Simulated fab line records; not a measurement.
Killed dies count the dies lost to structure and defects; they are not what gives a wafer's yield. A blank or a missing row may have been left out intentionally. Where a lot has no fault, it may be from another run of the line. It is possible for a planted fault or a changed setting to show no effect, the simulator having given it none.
Split-lot study -- flow n5_finfet -- 39 wafers read from 7 lots, route of 1938 steps

== THE SPLIT ==
At N5_PASSIVATION_ETCH_54 (etches SiO2 in CHF3/O2, target depth 880 nm, time 440 s), the setting target_depth_a was moved away from the recipe's 8800 angstrom on 12 of the 39 wafers read, by -54.7% to +47.4%. The other wafers ran this setting at the recipe's value.

Reading taken at the split's own step.

== THE READING ==
etch.depth_nm (the simulator's own value, which no gauge read), in nm, at N5_PASSIVATION_ETCH_54 (etches SiO2 in CHF3/O2, target depth 880 nm, time 440 s). There is no usual value for it anywhere in the file. Average 885.7 nm, standard deviation 16 nm, over the 27 wafers here run with the recipe.

wafer,"tool, chamber at the split","target_depth_a as run, angstrom",against the recipe,"etch.depth_nm, nm",against lot-mates on the recipe
L080.1,"rie_diel-06, 2",8800,recipe,868.8,-
L080.2,"rie_diel-06, 1",7137,-18.9%,695.5,-186.7
L080.3,"rie_diel-06, 3",7137,-18.9%,729.2,-153.0
L080.4,"rie_diel-06, 3",8800,recipe,909.5,-
L080.5,"rie_diel-06, 2",7137,-18.9%,704.1,-178.1
L080.6,"rie_diel-06, 1",8800,recipe,868.2,-
L081.1,"rie_diel-06, 3",8800,recipe,912.1,-
L081.2,"rie_diel-06, 0",8800,recipe,896.9,-
L081.5,"rie_diel-06, 3",8800,recipe,913.8,-
L084.1,"rie_diel-02, 3",3986,-54.7%,402.1,-477.1
L084.2,"rie_diel-02, 1",8800,recipe,888.2,-
L084.3,"rie_diel-02, 0",3986,-54.7%,395.6,-483.6
L084.4,"rie_diel-02, 2",8800,recipe,872.9,-
L084.5,"rie_diel-02, 2",8800,recipe,876.6,-
L084.6,"rie_diel-02, 3",3986,-54.7%,403.1,-476.1
L085.1,"rie_diel-02, 1",8800,recipe,882.2,-
L085.2,"rie_diel-02, 0",8800,recipe,868.8,-
L085.3,"rie_diel-02, 2",8800,recipe,870.4,-
L085.4,"rie_diel-02, 3",8800,recipe,882.9,-
L085.5,"rie_diel-02, 1",8800,recipe,878,-
L085.6,"rie_diel-02, 0",8800,recipe,864.1,-
L091.1,"rie_diel-04, 1",8800,recipe,914.8,-
L091.2,"rie_diel-04, 3",12970,+47.4%,1311,+413.2
L091.3,"rie_diel-04, 0",8800,recipe,889.7,-
L091.4,"rie_diel-04, 2",12970,+47.4%,1331,+433.2
L091.5,"rie_diel-04, 3",8800,recipe,888.8,-
L091.6,"rie_diel-04, 0",12970,+47.4%,1318,+420.2
L092.1,"rie_diel-04, 0",8800,recipe,883.9,-
L092.2,"rie_diel-04, 1",8800,recipe,900.2,-
L092.3,"rie_diel-04, 3",8800,recipe,884.5,-
L092.4,"rie_diel-04, 2",8800,recipe,902.1,-
L092.5,"rie_diel-04, 2",8800,recipe,904.3,-
L092.6,"rie_diel-04, 3",8800,recipe,887.8,-
L097.1,"rie_diel-06, 1",8800,recipe,865.2,-
L097.2,"rie_diel-06, 3",12930,+46.9%,1310,+441.5
L097.3,"rie_diel-06, 0",12930,+46.9%,1290,+421.5
L097.4,"rie_diel-06, 2",12930,+46.9%,1268,+399.5
L097.5,"rie_diel-06, 0",8800,recipe,875.4,-
L097.6,"rie_diel-06, 1",8800,recipe,865,-

THE FIT
A straight line over all 39 wafers: etch.depth_nm changes by +8.9 nm for each +1% of target_depth_a; r = +1.00; the points scatter about the line by 16 nm.
The same after taking each lot's own level away (the mean of its wafers on the recipe; 39 wafers): +8.88 nm for each +1%; r = +1.00; scatter 11 nm.
On that fit, the largest move of target_depth_a shifts the reading by 4.9e+02 nm.
Measured against the standard deviation above, the lots' own levels, which go from 868.53 to 907.60 nm, span 2.5 times it.
The two slopes are in agreement: the lot-to-lot level therefore moves the slope only a little.
Check: with one of the wafers moved furthest among these (-54.7%) left out of the fit, the line predicts -486 nm for it against its lot-mates. Against them it came out at -477 nm.

== THE WHOLE CHAIN: every reading that the file lists as answering this split, in the file's order ==
step,what it does,reading,change (the file's fit),r (the file's)
N5_PASSIVATION_ETCH_54,"etches SiO2 in CHF3/O2, target depth 880 nm, time 440 s","PASSIVATION.feature_depth_nm (the simulator's own value, which no gauge read)",+8.88 nm for each +1% of the setting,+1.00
N5_PASSIVATION_ETCH_54,"etches SiO2 in CHF3/O2, target depth 880 nm, time 440 s","etch.depth_nm (the simulator's own value, which no gauge read)",+8.88 nm for each +1% of the setting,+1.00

== THE FILE'S OWN FIT ==
etch.depth_nm changes by +8.88 nm for each +1% of target_depth_a, r = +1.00.
